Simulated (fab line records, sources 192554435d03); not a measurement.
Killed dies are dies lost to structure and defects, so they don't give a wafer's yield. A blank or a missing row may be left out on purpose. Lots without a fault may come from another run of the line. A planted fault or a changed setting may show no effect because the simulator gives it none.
Chamber matching | flow n5_finfet | N5_SD_EPI_P_ETCH_16 on rie_diel-02: 4 sister chambers
The step etches SiO2 in CHF3/O2, target depth 5 nm. 4 wafers are shown with their chamber, then 9 later ones without.

WAFERS WITH THEIR CHAMBER
wafer  | chamber | drypump_motor_current_A (A)
L084.3 | 2       | 5.8
L084.6 | 1       | 5.2
L085.3 | 0       | 5.9
L085.6 | 3       | 6.4

WAFERS WITHOUT THEIR CHAMBER
wafer  | drypump_motor_current_A (A)
L086.1 | 5.2
L086.4 | 6.4
L086.5 | 6.4
L089.3 | 5.2
L089.4 | 6.4
L089.6 | 5.2
L097.2 | 6.4
L097.4 | 5.7
L097.6 | 5.2

WHICH CHAMBER EACH WENT THROUGH
wafer  | from the rows above | in truth
L086.1 | 1                   | 1
L086.4 | 3                   | 3
L086.5 | 3                   | 3
L089.3 | 1                   | 1
L089.4 | 3                   | 3
L089.6 | 1                   | 1
L097.2 | 3                   | 3
L097.4 | 2                   | 2
L097.6 | 1                   | 1
Placed correctly: 9 of 9. Can't be placed from these rows: 0. Placed wrongly: 0.
How it was worked out, from the rows above alone: a wafer's distance from a chamber is the root of the sum, over the readings, of the square of ((its reading less the chamber's mean) divided by the reading's scatter). The wafer belongs to the nearest chamber; if the next one is less than 2 further off, it can't be placed. A chamber's mean is the mean of its shown wafers. The scatter: with one shown wafer a chamber, the root of the mean of the squares of how far each hidden wafer lies from its nearest shown one.
